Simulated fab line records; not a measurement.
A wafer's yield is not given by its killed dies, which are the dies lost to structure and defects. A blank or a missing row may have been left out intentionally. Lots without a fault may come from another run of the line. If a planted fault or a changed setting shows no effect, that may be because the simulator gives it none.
fab line records | flow n5Finfet
record lots=3 | wafers=9 | lastDay=16
route steps=1938 shown BEOL_M10@1494 PASSIVATION@1936
lots that met no fault: taken from a fault-free run of the same line
startH: hours from the record's opening day to when the first of the lot's shown wafers began | waitH: how many hours have passed since the lot's step before this one | " unchanged from the row above | L1.1+2: a row that stands for several wafers | - value missing, or start not given | * or withheld: withheld | < > ~ a bound
route shown NAME@n: names a module that has steps shown in the file, with the first one's number in the route | usual: the fault-free wafers' mean and standard deviation | same: alike in all rows | chamber/n: place in a boat | sites: per-site readings | _std_site: standard deviation across them | _edge_site: outer sites' mean less inner sites' | radiusMm: how far each site lies from the wafer's centre | mask NAME#n: copy n | behind: tool/chamber where the wafer was last shaped | hold: cause of the lot's hold/its duration in hours/its outcome | device: which transistor (n, p or np) failed to switch | end of line: tests of these same wafers at the route's end | a step given without rows: its recipe and nothing more | killed: at the first sort, the dies lost to defects and structure; wafer yield is something else | map: shows each die of a wafer: x if killed, . if not, _ if none is there
set.NAME: setting as actually run; set.NAME@STEP: the setting as run at that earlier step | model.NAME: the simulator's own value behind a step, which no gauge read
a table for each step, a row for each wafer; lots at some steps of the route
services: from which hour (startH, from the record's first day; less than 0 if before it) a tool's chamber was out of use, for how many hours, and why
## steps
# step N5_BEOL_M10_COAT_63
# recipe resist=SOC | tempC=250 | timeS=60 | spinRpm=1500 | resistThkNm=100
# step N5_BEOL_M10_COAT_64
# recipe resist=SiARC | tempC=220 | timeS=60 | spinRpm=1500 | resistThkNm=30
# step N5_BEOL_M10_COAT_22
# recipe resist=CAR-ArF | spinRpm=1500 | resistThkNm=90
# step N5_BEOL_M10_EBR_24
# recipe solvent=PGMEA | ebrWidthMm=1.5
# step N5_BEOL_M10_SOFTBAKE_23
# recipe tempC=110 | timeS=60 | resist=CAR-ArF
# step N5_BEOL_M10_EXPOSE_25
# recipe maskId=V9 | na=1.35 | sourceShape=annular | sigmaInner=0.5 | sigmaOuter=0.8 | polarization=unpolarized | doseMj=85.5
# step N5_BEOL_M10_PEB_26
# recipe pebTempC=withheld | pebTimeS=60 | resist=CAR-ArF
# step N5_BEOL_M10_DEVELOP_27
# recipe developTimeS=30 | developer=TMAH | resist=CAR-ArF | rinseLiquid=diw | dry=airSpin | devTempC=23
# step N5_BEOL_M10_DESCUM_33
# recipe chemistry=O2 | timeS=7.9 | sourcePowerW=50 | biasPowerW=20 | pressureMtorr=20 | rfFrequencyHz=2.712e+07 | tempC=40 | resist=CAR-ArF | o2FlowSccm=225
# step N5_BEOL_M10_ETCH_65
# recipe chemistry=CF4 | target=SiARC | targetDepthA=390 | maskMaterial=CAR-ArF | timeS=65 | ionEnergyEv=80 | pressureMtorr=40 | sourceW=545 | biasW=36 | Ar_flow_sccm=100 | cf4FlowSccm=100 | ends=cleared
# usual cf4FlowSccm=100.00/0.28 | drypumpMotorCurrentA=5.8/0.46 | etchRfOnTimeS=65.2/1.7 | oesProductAu=0.69/0.066 | rfVppV=183.8/1.2 | showerheadPlenumPTorr=2.13/0.062 | throttleValvePct=15.53/0.22
lot.wafer | tool       | chamber | startH | waitH | cf4FlowSccm | drypumpMotorCurrentA | etchRfOnTimeS | oesProductAu | rfHoursCounterH | rfVppV | showerheadPlenumPTorr | throttleValvePct
L702.2    | rieDiel-03 | 3       | 258.84 | 0.0   | 99.55       | 6.3                  | 63.1          | 0.59         | 251             | 183.6  | 2.11                  | 15.81
L702.4    | "          | 1       | "      | "     | 99.98       | 5.1                  | 62.7          | 0.60         | -               | 183.6  | 2.11                  | 15.74
L702.5    | "          | 2       | "      | "     | 100.03      | 6.6                  | 64.8          | 0.69         | -               | 182.9  | 2.09                  | 15.45
L711.2    | rieDiel-03 | 0       | 307.06 | 0.0   | 99.77       | 5.8                  | 64.8          | 0.69         | 82              | 182.5  | 2.07                  | 15.59
L711.3    | "          | 2       | "      | "     | 99.99       | 6.6                  | 64.7          | 0.67         | 101             | 184.0  | 2.08                  | 15.48
L711.5    | "          | 1       | "      | "     | 100.19      | 5.2                  | 63.3          | 0.81         | -               | 183.7  | 2.11                  | 15.27
L712.1    | rieDiel-04 | 1       | 318.09 | 0.0   | 99.99       | 6.4                  | 65.5          | 0.69         | 87              | 185.6  | 2.24                  | 15.74
L712.2    | "          | 2       | "      | "     | 99.98       | 5.9                  | 64.7          | 0.76         | 42              | 185.6  | 2.27                  | 15.20
L712.3    | "          | 3       | "      | "     | 99.93       | 5.9                  | 65.0          | 0.80         | 14              | 184.6  | 2.19                  | 15.52
# step N5_BEOL_M10_ETCH_66
# recipe chemistry=N2/H2 | target=SOC | targetDepthA=1200 | overetchA=240 | maskMaterial=SiARC | tempC=40 | timeS=180 | ionEnergyEv=200 | pressureMtorr=30 | sourceW=840 | biasW=150 | n2FlowSccm=200 | h2FlowSccm=200
# step N5_BEOL_M10_STRIP_69
# recipe chemistry=N2/H2 | tempC=40 | n2FlowSccm=200 | h2FlowSccm=200 | rfFrequencyHz=6e+07
# step N5_BEOL_M10_VIA_ETCH_34
# recipe chemistry=C4F6/O2 | target=SiCOH_lowk | targetDepthA=1845 | maskMaterial=SOC | taperDeg=4 | timeS=69.2 | ionEnergyEv=250 | pressureMtorr=30 | sourceW=345 | biasW=185 | Ar_flow_sccm=300 | C4F6_flow_sccm=10 | O2_flow_sccm=10
# step N5_BEOL_M10_STRIP_73
# recipe chemistry=C4F6/O2 | resist=SiARC | rfFrequencyHz=6e+07
# step N5_BEOL_M10_STRIP_36
# recipe chemistry=N2/H2 | powerW=450 | tempC=40 | pressureMtorr=20 | rfFrequencyHz=6e+07 | overashFraction=0.3 | biasPowerW=7 | h2Frac=0.5 | n2FlowSccm=200 | h2FlowSccm=200
# step N5_BEOL_M10_TRENCH_ETCH_37
# recipe chemistry=C4F6/O2 | targetDepthA=1488.3 | target=SiCOH_lowk | timeS=48 | ionEnergyEv=250 | pressureMtorr=30 | sourceW=345 | biasW=185 | Ar_flow_sccm=300 | C4F6_flow_sccm=10 | O2_flow_sccm=10
# step N5_BEOL_M10_ETCH_41
# recipe chemistry=CH3F/O2 | target=SiCN | targetDepthA=426 | taperDeg=2 | timeS=86 | ionEnergyEv=120 | maskMaterial=TiN | pressureMtorr=30 | sourceW=395 | biasW=75 | Ar_flow_sccm=150 | CH3F_flow_sccm=30 | O2_flow_sccm=20
# step N5_BEOL_M10_STRIP_77
# recipe chemistry=N2/H2 | timeS=10 | powerW=450 | tempC=40 | pressureMtorr=20 | rfFrequencyHz=6e+07 | biasPowerW=7 | n2FlowSccm=200 | h2FlowSccm=200
# step N5_BEOL_M10_HM_STRIP_39
# recipe chemistry=peroxideTinStrip | material=TiN | targetDepthA=250 | tempC=50 | timeS=158
# step N5_BEOL_M10_SRD_40
# recipe timeS=30 | tempC=23 | rinseLiquid=diw | dry=ipaMarangoni
# step N5_BEOL_M10_PRECLEAN_42
# recipe chemistry=residueRemover | timeS=60 | tempC=40
# step N5_BEOL_M10_SRD_43
# recipe timeS=30 | tempC=23 | rinseLiquid=diw | dry=ipaMarangoni
# step N5_BEOL_M10_CURE_72
# recipe tempC=370 | timeS=120 | ambient=DMADMS/He | material=SiCOH_lowk
# step N5_BEOL_M10_DEGAS_44
# recipe ambient=vacuum | tempC=250 | timeS=60
# step N5_BEOL_M10_PRE_CLEAN_45
# recipe gas=H2/He | timeS=30 | tempC=250
# step N5_BEOL_M10_ALD_74
# recipe material=TaN | targetThkA=20 | tempC=275 | aldPrecursorFamily=PDMAT | aldCoReactant=NH3 | pressureTorr=3 | carrierFlowSccm=1500 | pulseTimeS=2 | purgeTimeS=3 | coReactantPurgeTimeS=2 | coReactantPulseTimeS=3 | aldCycles=40 | precursorVesselTempC=75 | precursorVesselPressureTorr=26.25 | precursorVesselCarrierSccm=1000
# step N5_BEOL_M10_SURFACE_TREAT_76
# recipe gas=Ar | timeS=* | ionEnergyEv=* | ionCurrentMaCm2=0.5 | pressureMtorr=* | arFlowSccm=30
# step N5_BEOL_M10_CVD_75
# recipe material=Co | targetThkA=20 | tempC=withheld | precursor=CCTBA/H2 | pressureTorr=30 | timeS=138.9
# step N5_BEOL_M10_SPUTTER_48
# recipe material=Cu | targetThkA=120 | tempC=-20 | biasV=60 | powerW=26000 | chamberPressurePa=0.13 | timeS=2
# step N5_BEOL_M10_ECD_50
# recipe material=Cu | targetThkA=3180
# step N5_BEOL_M10_ANNEAL_51
# recipe tempC=225 | timeS=90 | ambient=N2
# step N5_BEOL_M10_CMP_52
# recipe stopOn=SiCOH_lowk | tOverpolishS=7 | downForcePsi=1 | platenRpm=50 | clearingPlatenDownForcePsi=1.5 | clearingPlatenRpm=50 | postCmpClean=cuAlkaline | targetThkNm=140 | clearingPlatenPadVelocityMS=0.99484 | padVelocityMS=0.99484
# step N5_BEOL_M10_PRE_CLEAN_55
# recipe gas=NH3 | timeS=15 | tempC=withheld | rfPowerW=300
# step N5_BEOL_M10_DEP_56
# recipe material=SiCN | targetThkA=150 | tempC=withheld | precursor=3MS/NH3 | pressureTorr=3 | rfW=202 | timeS=26.5
# step N5_PASSIVATION_PROBE_49
# usual defectLimitedYield=91.4/1.6 | killed_at_M0_to_M3=34/10 | killed_at_M4_up=12/4.8 | killedAtContacts=11/6.2 | killedAtFrontEnd=39/13 | killedAtOther=4/3.1 | killedDies=101/19 | killedOnRim=13/4.1 | killedOpen=67/14 | killedShort=32/8.3 | sort_bin_5_function=5.0/1 | sort_bin_6_memory=3.2/0.76 | sortNPass=1079/19 | sortYieldPct=91.4/1.6
# same grossDies=1180 | killedAtBackSide=0 | sort_bin_4_leakage[%]=0 | sort_bin_8_speed[%]=0
lot.wafer | tool      | chamber | startH | waitH | defectLimitedYield[%] | killed_at_M0_to_M3 | killed_at_M4_up | killedAtContacts | killedAtFrontEnd | killedAtOther | killedDies | killedOnRim | killedOpen | killedShort | sort_bin_5_function[%] | sort_bin_6_memory[%] | sortNPass | sortYieldPct[%]
L702.2    | prober-01 | -       | 311.31 | 0.1   | 91.4                  | 51                 | 7               | 2                | 26               | 15            | 101        | 18          | 62         | 39          | 5.5                    | 2.5                  | 1079      | 91.4
L702.4    | prober-01 | -       | 311.41 | 0.2   | 88.8                  | 53                 | 23              | 7                | 40               | 9             | 132        | 18          | 78         | 52          | 6.9                    | 3.8                  | 1048      | 88.8
L702.5    | prober-01 | -       | 311.46 | 0.2   | 92.1                  | 42                 | 10              | 7                | 29               | 5             | 93         | 16          | 46         | 47          | 4.1                    | 3.2                  | 1087      | 92.1
L711.2    | prober-02 | -       | 352.39 | 0.1   | 94.4                  | 18                 | 7               | 7                | 27               | 7             | 66         | 7           | 45         | 18          | 2.8                    | 2.5                  | 1114      | 94.4
L711.3    | prober-02 | -       | 352.44 | 0.1   | 90.2                  | 56                 | 9               | 14               | 29               | 8             | 116        | 16          | 82         | 34          | 6.0                    | 3.6                  | 1064      | 90.2
L711.5    | prober-02 | -       | 352.54 | 0.2   | 83.5                  | 25                 | 121             | 18               | 27               | 4             | 195        | 26          | 53         | 32          | 10.4                   | 3.3                  | 985       | 83.5
# killed by level:class
L702.2 BEOL_M0_SAQP:geometricParticle:open=18 BEOL_M0_SAQP:geometricParticle:short=14 BEOL_M2:geometricParticle:open=8 FIN_SAQP:geometricParticle:short=5 BEOL_M4:geometricParticle:open=5 STI_FIN_REVEAL:geometricParticle:open=4 DUMMY_GATE:geometricParticle:open=4 GATE_CUT:geometricParticle:short=4
L702.4 BEOL_M0_SAQP:geometricParticle:short=20 BEOL_M0_SAQP:geometricParticle:open=18 BEOL_M4:geometricParticle:open=12 STI_FIN_REVEAL:geometricParticle:open=10 BEOL_M2:geometricParticle:open=8 FIN_SAQP:geometricParticle:short=6 MOL_CONTACT_COAG:geometricParticle:open=6 FIN_SAQP:geometricParticle:open=5
L702.5 BEOL_M0_SAQP:geometricParticle:short=16 BEOL_M0_SAQP:geometricParticle:open=11 STARTING-WAFER:geometricParticle:short=7 GATE_CUT:geometricParticle:short=6 MOL_CONTACT_COAG:geometricParticle:open=6 BEOL_M2:geometricParticle:open=6 FIN_SAQP:geometricParticle:short=5 DUMMY_GATE:geometricParticle:open=4
L711.2 FIN_SAQP:geometricParticle:open=7 MOL_CONTACT_COAG:geometricParticle:open=6 BEOL_M3:geometricParticle:open=5 PASS1_CAP:geometricParticle:open=5 FIN_SAQP:geometricParticle:short=4 STI_FIN_REVEAL:geometricParticle:open=4 ILD0:geometricParticle:short=4 BEOL_M1:geometricParticle:open=4
L711.3 BEOL_M2:geometricParticle:open=16 MOL_CONTACT_COAG:geometricParticle:open=13 BEOL_M1:geometricParticle:open=11 BEOL_M3:geometricParticle:open=8 BEOL_M0_SAQP:geometricParticle:short=7 FIN_SAQP:geometricParticle:open=6 FIN_SAQP:geometricParticle:short=5 BEOL_M0_SAQP:geometricParticle:open=5
L711.5 BEOL_M10:unspecified=110 MOL_CONTACT_COAG:geometricParticle:open=10 MOL_CONTACT_COAG:geometricParticle:short=8 BEOL_M1:geometricParticle:open=8 ILD0:geometricParticle:short=5 DUMMY_GATE:geometricParticle:open=5 BEOL_M0_SAQP:geometricParticle:short=5 BEOL_M4:geometricParticle:open=5
# map L711.5 (x killed, . not)
_________________x....x...x..________________
______________.................._____________
___________......x.................__________
__________...........x....x........._________
________xx...x....................x..._______
_______.xxxxx.x............x...........______
______xxxxxxx.xx...x........x..xx......._____
_____xxxxxxxxx.x.................x.....x.____
____xxxxxxxxxxx...x...x..xx...............___
___.xxxxxxxxxxx.x...x...x..................__
___xxxxxxxxxxxx.x..............x.xx......x.__
__.xxxxxxxxxx.x.......x....................._
__xxxxxxxxxxxxx....x........x....x.........._
_...xxxxxxxxxxx.x.....x..x...................
_x..x.xxxxxx..x..............................
_....x.xxx..xx....xx.......x.................
_x.....x.xx.x...........x....x..xx.....x.....
_x...........................................
_.......x........x...x...x...................
_.........................................x..
_x.......x...................................
__............x...........................x._
__x..x..x........x..............x....x....x._
___........x.............x.................__
___............................x...........__
____......x...................x.....x.....___
_____...............x....................____
______........x......................x.._____
_______.......................x........______
________.xx...............x..........._______
__________........x.....xx.........._________
___________...............x.x......__________
______________..x.......x......._____________
_________________............________________
# map L702.4 (x killed, . not)
_________________...x........________________
______________.................._____________
___________...x..x.....x....x......__________
__________.........xx..........x...._________
________.x......x..........x.........._______
_______........xx........x......x......______
______x...........x.....x...........x..._____
_____...................xx.......x.......____
____.x...............x....................___
___x...x.....x..x...............x.xx......x__
___...x....x..............xx..x......x.....__
__....x....x..........................x....._
__.....x......x................x............_
_.x.x.....x..........x...x...................
_........x.x...xx.xx.x.......x...............
_...........x.....xxx...........x...x........
_...........x................x.x..xx.........
_............xx.....x.x...........x..........
_.....x.........x.......xxx.....x......x.....
_.............x.................xx...........
_.............x.x...........x......xx....x...
__.x......................x................._
__..x..................x...............x...._
___........x...........x.......x....x....x.__
___.....x.....................x............__
____...............x...x.........x........___
_____x..................................x____
______x...................x..........xx._____
_______.........x.x.................x..______
________...........x...x.x..x....xx..._______
__________xx....x....x..........x..._________
___________.....x......x.....x.....__________
______________x..x.x............_____________
_________________...xx.......________________
## services
tool       | chamber | startH | hours | kind
rieDiel-04 | 3       | 246.40 | -     | clean
rieDiel-04 | 3       | 246.40 | -     | consumableReplace:focusRing
rieDiel-04 | 3       | 246.40 | 26.4  | scheduledDown
rieDiel-04 | 3       | 246.40 | 26.4  | ventCycle
rieDiel-03 | 1       | 260.72 | -     | clean
rieDiel-03 | 1       | 260.72 | -     | consumableReplace:focusRing
rieDiel-03 | 1       | 260.72 | 19.1  | scheduledDown
rieDiel-03 | 1       | 260.72 | 19.1  | ventCycle
rieDiel-03 | 3       | 293.99 | 9.0   | repair
rieDiel-04 | 3       | 294.36 | 5.3   | repair
rieDiel-03 | 2       | 317.61 | 2.5   | repair
## key
firstSign step=N5_PASSIVATION_PROBE_49 | reading=killed_at_M4_up | direction=up | sigmas=23 | usual=12 | struck=121
effect step=N5_PASSIVATION_PROBE_49 | reading=defectLimitedYield | direction=down | sigmas=5 | usual=91.4 | struck=83.5
moreKillsBornAt N5_BEOL_M10_ETCH_65@rieDiel-03=110
metAt N5_BEOL_M10_ETCH_65
struckWafers L711.5
onsetBetween 258.84 307.06
fault kind=chamberParticleSource | tool=rieDiel-03 | chamber=1 | onsetH=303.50 | steps=N5_BEOL_M10_ETCH_65 | ratePerVisitCm2=1.0137 | endH=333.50
